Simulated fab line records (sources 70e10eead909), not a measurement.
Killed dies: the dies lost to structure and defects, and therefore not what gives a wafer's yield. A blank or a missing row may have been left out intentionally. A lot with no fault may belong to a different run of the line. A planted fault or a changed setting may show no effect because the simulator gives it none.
Chamber matching / flow nand harc / NHARC_A_CONTACT_ETCH_102 on rie diel-02: 4 sister chambers
The step etches the open film in CF4/O2, target depth 70 nm, overetch 7 nm, time 38.5 s. 4 wafers are shown with their chamber, then 12 later ones without.

## WAFERS PAIRED WITH THEIR CHAMBERS
wafer=L082.4; chamber=2; rf vpp V (V)=196.2
wafer=L086.1; chamber=3; rf vpp V (V)=198.9
wafer=L086.3; chamber=1; rf vpp V (V)=197.1
wafer=L086.5; chamber=0; rf vpp V (V)=198.4

## WAFERS WITHOUT THEIR CHAMBER
wafer=L089.3; rf vpp V (V)=197.9
wafer=L089.4; rf vpp V (V)=196.7
wafer=L089.5; rf vpp V (V)=199.9
wafer=L088.1; rf vpp V (V)=198.6
wafer=L088.3; rf vpp V (V)=198.3
wafer=L088.6; rf vpp V (V)=199.1
wafer=L090.1; rf vpp V (V)=194.8
wafer=L090.2; rf vpp V (V)=199.6
wafer=L090.3; rf vpp V (V)=197.5
wafer=L091.4; rf vpp V (V)=198.5
wafer=L091.5; rf vpp V (V)=199.0
wafer=L091.6; rf vpp V (V)=197.5

## WHICH CHAMBER EACH ONE RAN IN
wafer=L089.3; from the rows above=can't be placed: 0 or 1 or 3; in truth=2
wafer=L089.4; from the rows above=can't be placed: 1 or 2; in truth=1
wafer=L089.5; from the rows above=can't be placed: 3 or 0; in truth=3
wafer=L088.1; from the rows above=can't be placed: 0 or 3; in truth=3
wafer=L088.3; from the rows above=can't be placed: 0 or 3 or 1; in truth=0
wafer=L088.6; from the rows above=can't be placed: 3 or 0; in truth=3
wafer=L090.1; from the rows above=can't be placed: 2 or 1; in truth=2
wafer=L090.2; from the rows above=can't be placed: 3 or 0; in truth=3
wafer=L090.3; from the rows above=can't be placed: 1 or 0 or 2 or 3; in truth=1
wafer=L091.4; from the rows above=can't be placed: 0 or 3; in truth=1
wafer=L091.5; from the rows above=can't be placed: 3 or 0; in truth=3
wafer=L091.6; from the rows above=can't be placed: 1 or 0 or 2 or 3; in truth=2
Correctly placed: 0 of 12. From these rows, 12 cannot be placed; in 10 the true chamber is one of the candidates. Placed wrongly: 0.
How it was worked out, from the rows above alone: a wafer's distance from a chamber is the root of the sum, over the readings, of the square of ((its reading less the chamber's mean) divided by the reading's scatter). The wafer belongs to the nearest chamber; if the next one is less than 2 further off, it can't be placed. A chamber's mean is the mean of its shown wafers. The scatter: root of mean squared gap, hidden wafer to nearest shown wafer, with one shown wafer a chamber.
